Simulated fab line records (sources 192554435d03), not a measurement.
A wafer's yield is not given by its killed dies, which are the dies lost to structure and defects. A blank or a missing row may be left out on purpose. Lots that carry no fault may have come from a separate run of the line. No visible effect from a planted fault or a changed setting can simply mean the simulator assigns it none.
What tool caused it? + flow n5Finfet + 21 lots, 63 wafers sampled, at 5 steps of a route of 1938

WHAT EACH GAUGE READ, for each wafer
N5_BEOL_M7_OCD_MEAS_38. Usual: 92.5 nm for trenchDepthNm, sd 2.3.
| lot  | measured     | on     | trenchDepthNm (nm) | flag |
|------|--------------|--------|--------------------|------|
| L074 | day 8 14:59  | ocd-01 | 89.3 91.0 93.6     |      |
| L076 | day 9 07:57  | ocd-01 | 88.5 91.7 92.8     |      |
| L075 | day 9 11:26  | ocd-02 | 90.1 91.0 93.3     |      |
| L077 | day 9 18:16  | ocd-01 | 93.0 90.3 92.2     |      |
| L078 | day 9 23:09  | ocd-02 | 98.1 93.7 93.2     |      |
| L079 | day 10 03:08 | ocd-02 | 93.3 90.5 97.9     |      |
| L080 | day 10 10:55 | ocd-02 | 94.3 93.0 98.7     |      |
| L081 | day 10 10:28 | ocd-01 | 92.7 90.9 93.5     |      |
| L083 | day 11 00:58 | ocd-02 | 92.0 90.6 93.0     |      |
| L084 | day 11 09:06 | ocd-01 | 96.8 93.8 97.8     |      |
| L085 | day 11 14:17 | ocd-02 | 89.1 92.3 89.7     |      |
| L086 | day 11 20:01 | ocd-02 | 89.4 88.9 93.0     |      |
| L087 | day 12 04:52 | ocd-01 | 90.5 90.0 91.4     |      |
| L089 | day 12 14:13 | ocd-02 | 92.6 93.7 96.0     |      |
| L091 | day 12 20:47 | ocd-01 | 92.8 93.5 90.9     |      |
| L090 | day 12 23:47 | ocd-01 | 93.6 94.4 93.1     |      |
| L092 | day 13 08:18 | ocd-01 | 90.0 91.6 90.1     |      |
| L093 | day 13 17:59 | ocd-01 | 92.5 90.6 90.8     |      |
| L095 | day 14 06:42 | ocd-02 | 92.7 95.4 91.4     |      |
| L097 | day 14 13:34 | ocd-01 | 89.5 91.3 91.8     |      |
| L096 | day 14 13:33 | ocd-02 | 91.6 93.1 93.4     |      |

WHAT TOOL EACH LOT RAN ON (gives the tool, then ch and the chambers of the sampled wafers, and finally the start)
| lot  | N5_BEOL_M6_CMP_52             | N5_BEOL_M7_DESCUM_33              | N5_BEOL_M7_ETCH_72                | N5_BEOL_M7_VIA_ETCH_34            |
|------|-------------------------------|-----------------------------------|-----------------------------------|-----------------------------------|
| L074 | cmp-01 ch 0,2,3, day 8 10:08  | rieDiel-02 ch 0,2,3, day 8 14:33  | rieDiel-02 ch 0,2,3, day 8 14:35  | rieDiel-02 ch 0,2,3, day 8 14:44  |
| L076 | cmp-03 ch 0,1,2, day 9 02:59  | rieDiel-02 ch 0,1,2, day 9 07:31  | rieDiel-02 ch 0,1,2, day 9 07:33  | rieDiel-02 ch 0,1,2, day 9 07:42  |
| L075 | cmp-03 ch 1,2, day 9 05:35    | rieDiel-02 ch 1,2,3, day 9 11:00  | rieDiel-02 ch 1,2,3, day 9 11:02  | rieDiel-02 ch 1,2,3, day 9 11:11  |
| L077 | cmp-03 ch 0,3, day 9 12:10    | rieDiel-02 ch 0,2, day 9 17:50    | rieDiel-02 ch 0,2, day 9 17:53    | rieDiel-02 ch 0,2, day 9 18:01    |
| L078 | cmp-01 ch 0,1,3, day 9 18:43  | rieDiel-06 ch 0,2,3, day 9 22:43  | rieDiel-06 ch 0,2,3, day 9 22:46  | rieDiel-06 ch 0,2,3, day 9 22:54  |
| L079 | cmp-03 ch 0,1,2, day 9 21:01  | rieDiel-06 ch 0,1,2, day 10 02:43 | rieDiel-06 ch 0,1,2, day 10 02:45 | rieDiel-06 ch 0,1,2, day 10 02:54 |
| L080 | cmp-04 ch 0,2,3, day 10 05:46 | rieDiel-06 ch 0,2,3, day 10 10:29 | rieDiel-06 ch 0,2,3, day 10 10:31 | rieDiel-06 ch 0,2,3, day 10 10:40 |
| L081 | cmp-01 ch 1,2,3, day 10 05:50 | rieDiel-06 ch 0,1, day 10 10:02   | rieDiel-06 ch 0,1, day 10 10:04   | rieDiel-06 ch 0,1, day 10 10:13   |
| L083 | cmp-01 ch 1,2,3, day 10 20:23 | rieDiel-05 ch 0,1,3, day 11 00:32 | rieDiel-05 ch 0,1,3, day 11 00:34 | rieDiel-05 ch 0,1,3, day 11 00:43 |
| L084 | cmp-01 ch 2,3, day 11 04:11   | rieDiel-06 ch 2,3, day 11 08:40   | rieDiel-06 ch 2,3, day 11 08:42   | rieDiel-06 ch 2,3, day 11 08:51   |
| L085 | cmp-01 ch 1,2,3, day 11 09:19 | rieDiel-05 ch 0,3, day 11 13:51   | rieDiel-05 ch 0,3, day 11 13:53   | rieDiel-05 ch 0,3, day 11 14:02   |
| L086 | cmp-01 ch 0,2,3, day 11 15:32 | rieDiel-05 ch 1,2,3, day 11 19:35 | rieDiel-05 ch 1,2,3, day 11 19:37 | rieDiel-05 ch 1,2,3, day 11 19:46 |
| L087 | cmp-04 ch 0,1,3, day 12 00:40 | rieDiel-05 ch 0,1,3, day 12 04:27 | rieDiel-05 ch 0,1,3, day 12 04:29 | rieDiel-05 ch 0,1,3, day 12 04:38 |
| L089 | cmp-04 ch 0,2,3, day 12 07:33 | rieDiel-06 ch 0,1,2, day 12 13:47 | rieDiel-06 ch 0,1,2, day 12 13:49 | rieDiel-06 ch 0,1,2, day 12 13:58 |
| L091 | cmp-01 ch 0,1, day 12 16:43   | rieDiel-02 ch 1,2,3, day 12 20:21 | rieDiel-02 ch 1,2,3, day 12 20:23 | rieDiel-02 ch 1,2,3, day 12 20:32 |
| L090 | cmp-04 ch 0,2,3, day 12 18:25 | rieDiel-02 ch 0,1, day 12 23:21   | rieDiel-02 ch 0,1, day 12 23:23   | rieDiel-02 ch 0,1, day 12 23:32   |
| L092 | cmp-01 ch 1,2,3, day 13 02:40 | rieDiel-05 ch 0,3, day 13 07:52   | rieDiel-05 ch 0,3, day 13 07:54   | rieDiel-05 ch 0,3, day 13 08:03   |
| L093 | cmp-01 ch 1,2,3, day 13 12:28 | rieDiel-05 ch 0,1, day 13 17:33   | rieDiel-05 ch 0,1, day 13 17:35   | rieDiel-05 ch 0,1, day 13 17:44   |
| L095 | cmp-04 ch 0,1,3, day 14 03:23 | rieDiel-06 ch 1,2,3, day 14 06:16 | rieDiel-06 ch 1,2,3, day 14 06:18 | rieDiel-06 ch 1,2,3, day 14 06:27 |
| L097 | cmp-04 ch 0,1,3, day 14 07:48 | rieDiel-05 ch 0,1,3, day 14 13:08 | rieDiel-05 ch 0,1,3, day 14 13:10 | rieDiel-05 ch 0,1,3, day 14 13:19 |
| L096 | cmp-04 ch 0,1, day 14 08:21   | rieDiel-02 ch 0,3, day 14 13:07   | rieDiel-02 ch 0,3, day 14 13:09   | rieDiel-02 ch 0,3, day 14 13:18   |
- N5_BEOL_M6_CMP_52: polishes, stops on SiCOH lowk, t overpolish 6.9 s, target thk 80 nm.
- N5_BEOL_M7_DESCUM_33: chemistry O2, time 7 s.
- N5_BEOL_M7_ETCH_72: etches underlayer in N2/H2, target depth 6.5 nm, time 5.2 s.
- N5_BEOL_M7_VIA_ETCH_34: etches SiCOH lowk in C4F6/O2, target depth 125.5 nm, time 50.5 s.

WHAT THE TOOLS THEMSELVES READ (means of the sampled wafers that have a number; where no wafer has one, the mark that the record gives instead)
N5_BEOL_M6_CMP_52. Usual: barrierFieldEndpointS 29.0 s, standard deviation 0.9; motorCurrentA 6.3 A, standard deviation 0.87; overpolishRunS 6.900 s, standard deviation 0.0089; retainingRingPressureFrac 1.000, standard deviation 0.0048; timeToEndpointS 63 s, standard deviation 3.9.
| lot  | tool   | barrierFieldEndpointS (s) | motorCurrentA (A) | overpolishRunS (s) | retainingRingPressureFrac | timeToEndpointS (s) | flag |
|------|--------|---------------------------|-------------------|--------------------|---------------------------|---------------------|------|
| L074 | cmp-01 | 29.1                      | 6.2               | 6.902              | 1.001                     | 66                  |      |
| L076 | cmp-03 | 28.8                      | 6.9               | 6.889              | 0.997                     | 63                  |      |
| L075 | cmp-03 | 28.5                      | 7.7               | 6.896              | 0.999                     | 63                  |      |
| L077 | cmp-03 | 28.6                      | 5.4               | 6.912              | 0.994                     | 62                  |      |
| L078 | cmp-01 | 27.9                      | 5.8               | 6.902              | 1.000                     | 57                  |      |
| L079 | cmp-03 | 29.6                      | 6.7               | 6.905              | 1.000                     | 63                  |      |
| L080 | cmp-04 | 28.5                      | 6.3               | 6.909              | 1.003                     | 62                  |      |
| L081 | cmp-01 | 27.5                      | 5.7               | 6.906              | 0.997                     | 59                  |      |
| L083 | cmp-01 | 29.2                      | 5.7               | 6.905              | 0.998                     | 61                  |      |
| L084 | cmp-01 | 28.9                      | 6.2               | 6.900              | 1.002                     | 62                  |      |
| L085 | cmp-01 | 28.9                      | 5.8               | 6.897              | 1.003                     | 60                  |      |
| L086 | cmp-01 | 28.5                      | 6.2               | 6.897              | 1.002                     | 60                  |      |
| L087 | cmp-04 | 28.7                      | 6.7               | 6.901              | 0.998                     | 61                  |      |
| L089 | cmp-04 | 29.9                      | 6.1               | 6.897              | 1.001                     | 67                  |      |
| L091 | cmp-01 | 29.6                      | 6.4               | 6.907              | 1.002                     | 66                  |      |
| L090 | cmp-04 | 29.6                      | 6.0               | 6.911              | 0.997                     | 65                  |      |
| L092 | cmp-01 | 27.7                      | 5.9               | 6.903              | 0.996                     | 57                  |      |
| L093 | cmp-01 | 27.4                      | 5.8               | 6.895              | 1.002                     | 56                  |      |
| L095 | cmp-04 | 29.5                      | 6.8               | 6.900              | 0.998                     | 64                  |      |
| L097 | cmp-04 | 29.9                      | 6.6               | 6.894              | 0.998                     | 65                  |      |
| L096 | cmp-04 | 28.4                      | 6.8               | 6.911              | 0.999                     | 63                  |      |

N5_BEOL_M7_DESCUM_33. Usual: drypumpMotorCurrentA 5.5 A, standard deviation 0.42; oesProductAu 0.79 a.u., standard deviation 0.064; rfFwdPowerW 49.37 W, standard deviation 0.21; rfVppV 243.4 V, standard deviation 1.4; showerheadPlenumPTorr 2.10 Torr, standard deviation 0.082; throttleValvePct 20.35 %, standard deviation 0.19.
| lot  | tool       | drypumpMotorCurrentA (A) | oesProductAu (a.u.) | rfFwdPowerW (W) | rfVppV (V) | showerheadPlenumPTorr (Torr) | throttleValvePct (%) | flag |
|------|------------|--------------------------|---------------------|-----------------|------------|------------------------------|----------------------|------|
| L074 | rieDiel-02 | 5.5                      | 0.74                | 49.38           | 242.9      | 2.11                         | 20.44                |      |
| L076 | rieDiel-02 | 5.6                      | 0.74                | 49.40           | 242.3      | 2.05                         | 20.33                |      |
| L075 | rieDiel-02 | 5.8                      | 0.74                | 49.43           | 243.7      | 2.07                         | 20.28                |      |
| L077 | rieDiel-02 | 5.3                      | 0.73                | 49.32           | 242.9      | 2.08                         | 20.50                |      |
| L078 | rieDiel-06 | 5.7                      | 0.84                | 49.50           | 243.7      | 2.09                         | 20.21                |      |
| L079 | rieDiel-06 | 5.3                      | 0.81                | 49.38           | 243.9      | 2.13                         | 20.35                |      |
| L080 | rieDiel-06 | 5.7                      | 0.85                | 49.41           | 242.8      | 2.09                         | 20.21                |      |
| L081 | rieDiel-06 | 5.3                      | 0.84                | 49.24           | 243.3      | 2.09                         | 20.22                |      |
| L083 | rieDiel-05 | 5.7                      | 0.83                | 49.23           | 243.5      | 2.13                         | 20.44                |      |
| L084 | rieDiel-06 | 5.6                      | 0.79                | 49.40           | 243.9      | 2.12                         | 20.36                |      |
| L085 | rieDiel-05 | 5.5                      | 0.81                | 49.33           | 243.3      | 2.12                         | 20.38                |      |
| L086 | rieDiel-05 | 5.4                      | 0.82                | 49.35           | 244.1      | 2.16                         | 20.47                |      |
| L087 | rieDiel-05 | 5.7                      | 0.82                | 49.20           | 244.6      | 2.12                         | 20.45                |      |
| L089 | rieDiel-06 | 5.3                      | 0.88                | 49.47           | 243.1      | 2.13                         | 20.24                |      |
| L091 | rieDiel-02 | 5.8                      | 0.73                | 49.42           | 242.6      | 2.06                         | 20.31                |      |
| L090 | rieDiel-02 | 5.7                      | 0.74                | 49.44           | 242.6      | 2.02                         | 20.21                |      |
| L092 | rieDiel-05 | 5.5                      | 0.79                | 49.29           | 244.3      | 2.12                         | 20.40                |      |
| L093 | rieDiel-05 | 6.0                      | 0.81                | 49.22           | 243.2      | 2.11                         | 20.44                |      |
| L095 | rieDiel-06 | 5.3                      | 0.82                | 49.60           | 243.0      | 2.06                         | 20.25                |      |
| L097 | rieDiel-05 | 5.7                      | 0.80                | 49.15           | 244.1      | 2.12                         | 20.48                |      |
| L096 | rieDiel-02 | 5.2                      | 0.71                | 49.29           | 243.4      | 2.10                         | 20.50                |      |

N5_BEOL_M7_ETCH_72. Usual: drypumpMotorCurrentA 5.5 A, standard deviation 0.42; etchRfOnTimeS 5.24 s, standard deviation 0.17; oesProductAu 0.67 a.u., standard deviation 0.055; rfFwdPowerW 819.5 W, standard deviation 2.6; rfVppV 524.0 V, standard deviation 2.8; showerheadPlenumPTorr 2.55 Torr, standard deviation 0.1; throttleValvePct 17.79 %, standard deviation 0.22.
| lot  | tool       | drypumpMotorCurrentA (A) | etchRfOnTimeS (s) | oesProductAu (a.u.) | rfFwdPowerW (W) | rfVppV (V) | showerheadPlenumPTorr (Torr) | throttleValvePct (%) | flag |
|------|------------|--------------------------|-------------------|---------------------|-----------------|------------|------------------------------|----------------------|------|
| L074 | rieDiel-02 | 5.5                      | 5.37              | 0.61                | 818.1           | 524.2      | 2.56                         | 17.90                |      |
| L076 | rieDiel-02 | 5.7                      | 5.27              | 0.63                | 818.5           | 522.9      | 2.48                         | 17.70                |      |
| L075 | rieDiel-02 | 5.8                      | 5.27              | 0.63                | 815.8           | 523.5      | 2.53                         | 17.84                |      |
| L077 | rieDiel-02 | 5.3                      | 5.26              | 0.62                | 820.3           | 522.9      | 2.51                         | 17.79                |      |
| L078 | rieDiel-06 | 5.7                      | 5.08              | 0.72                | 821.0           | 524.5      | 2.53                         | 17.57                |      |
| L079 | rieDiel-06 | 5.3                      | 5.17              | 0.69                | 818.2           | 523.4      | 2.59                         | 17.69                |      |
| L080 | rieDiel-06 | 5.7                      | 5.08              | 0.72                | 820.7           | 523.0      | 2.53                         | 17.58                |      |
| L081 | rieDiel-06 | 5.3                      | 5.27              | 0.70                | 817.4           | 524.2      | 2.56                         | 17.65                |      |
| L083 | rieDiel-05 | 5.7                      | 5.29              | 0.71                | 818.0           | 524.1      | 2.59                         | 17.95                |      |
| L084 | rieDiel-06 | 5.6                      | 4.97              | 0.69                | 818.8           | 522.7      | 2.55                         | 17.66                |      |
| L085 | rieDiel-05 | 5.5                      | 5.39              | 0.69                | 820.2           | 524.6      | 2.59                         | 17.90                |      |
| L086 | rieDiel-05 | 5.4                      | 5.34              | 0.70                | 822.9           | 525.8      | 2.63                         | 17.96                |      |
| L087 | rieDiel-05 | 5.7                      | 5.32              | 0.70                | 822.7           | 524.9      | 2.59                         | 17.97                |      |
| L089 | rieDiel-06 | 5.3                      | 5.18              | 0.74                | 819.1           | 524.5      | 2.58                         | 17.59                |      |
| L091 | rieDiel-02 | 5.8                      | 5.28              | 0.61                | 819.0           | 522.7      | 2.52                         | 17.90                |      |
| L090 | rieDiel-02 | 5.7                      | 5.14              | 0.64                | 819.0           | 520.9      | 2.44                         | 17.60                |      |
| L092 | rieDiel-05 | 5.5                      | 5.40              | 0.68                | 818.4           | 524.5      | 2.59                         | 17.92                |      |
| L093 | rieDiel-05 | 6.0                      | 5.30              | 0.68                | 818.0           | 524.2      | 2.58                         | 17.93                |      |
| L095 | rieDiel-06 | 5.3                      | 5.10              | 0.71                | 818.7           | 523.9      | 2.48                         | 17.58                |      |
| L097 | rieDiel-05 | 5.7                      | 5.41              | 0.68                | 820.7           | 524.1      | 2.58                         | 18.02                |      |
| L096 | rieDiel-02 | 5.2                      | 5.29              | 0.60                | 818.6           | 523.7      | 2.55                         | 17.88                |      |

N5_BEOL_M7_VIA_ETCH_34. Usual: drypumpMotorCurrentA 5.5 A, standard deviation 0.42; oesProductAu 0.78 a.u., standard deviation 0.064; rfFwdPowerW 341.3 W, standard deviation 1.3; rfVppV 655 V, standard deviation 21; showerheadPlenumPTorr 2.86 Torr, standard deviation 0.093; throttleValvePct 20.82 %, standard deviation 0.15.
| lot  | tool       | drypumpMotorCurrentA (A) | oesProductAu (a.u.) | rfFwdPowerW (W) | rfVppV (V) | showerheadPlenumPTorr (Torr) | throttleValvePct (%) | flag |
|------|------------|--------------------------|---------------------|-----------------|------------|------------------------------|----------------------|------|
| L074 | rieDiel-02 | 5.5                      | 0.73                | 340.4           | 656        | 2.87                         | 20.93                |      |
| L076 | rieDiel-02 | 5.6                      | 0.74                | 342.5           | 650        | 2.80                         | 20.87                |      |
| L075 | rieDiel-02 | 5.8                      | 0.73                | 341.4           | 637        | 2.84                         | 20.83                |      |
| L077 | rieDiel-02 | 5.3                      | 0.72                | 340.8           | 670        | 2.83                         | 20.96                |      |
| L078 | rieDiel-06 | 5.7                      | 0.84                | 340.6           | 651        | 2.84                         | 20.68                |      |
| L079 | rieDiel-06 | 5.3                      | 0.80                | 341.2           | 650        | 2.89                         | 20.79                |      |
| L080 | rieDiel-06 | 5.6                      | 0.83                | 341.5           | 650        | 2.84                         | 20.68                |      |
| L081 | rieDiel-06 | 5.3                      | 0.83                | 340.5           | 658        | 2.87                         | 20.77                |      |
| L083 | rieDiel-05 | 5.7                      | 0.83                | 339.9           | 665        | 2.89                         | 20.89                |      |
| L084 | rieDiel-06 | 5.6                      | 0.80                | 342.1           | 642        | 2.86                         | 20.72                |      |
| L085 | rieDiel-05 | 5.5                      | 0.81                | 340.4           | 678        | 2.87                         | 20.79                |      |
| L086 | rieDiel-05 | 5.4                      | 0.82                | 342.0           | 669        | 2.92                         | 20.85                |      |
| L087 | rieDiel-05 | 5.7                      | 0.82                | 340.5           | 665        | 2.89                         | 20.91                |      |
| L089 | rieDiel-06 | 5.3                      | 0.87                | 341.1           | 649        | 2.89                         | 20.69                |      |
| L091 | rieDiel-02 | 5.8                      | 0.72                | 341.3           | 637        | 2.82                         | 20.88                |      |
| L090 | rieDiel-02 | 5.7                      | 0.74                | 343.1           | 647        | 2.77                         | 20.81                |      |
| L092 | rieDiel-05 | 5.5                      | 0.80                | 340.4           | 677        | 2.87                         | 20.82                |      |
| L093 | rieDiel-05 | 5.9                      | 0.81                | 341.0           | 662        | 2.87                         | 20.91                |      |
| L095 | rieDiel-06 | 5.3                      | 0.81                | 341.6           | 635        | 2.79                         | 20.68                |      |
| L097 | rieDiel-05 | 5.7                      | 0.81                | 341.2           | 665        | 2.88                         | 20.93                |      |
| L096 | rieDiel-02 | 5.1                      | 0.71                | 341.9           | 671        | 2.87                         | 20.99                |      |

THE ANSWER, worked out from the rows above alone
Rule: take the mean of a lot's wafers that have a number; if it is more than 3 standard deviations from the usual mean, the lot is off. Also off: a lot with no number at a reading for which 4 or more lots have one. All remaining lots with rows at the step are treated as sound. The gauges are gone through in route order, then the tools' own readings, and for those a lot's mean is taken as printed above. At the first step where some lot is off, the reading lying furthest off is the one used; lots without a number count as furthest.
Across all readings shown, no lot is off: no conclusion can be drawn from this.

WHAT WAS PUT IN BY THE SIMULATOR
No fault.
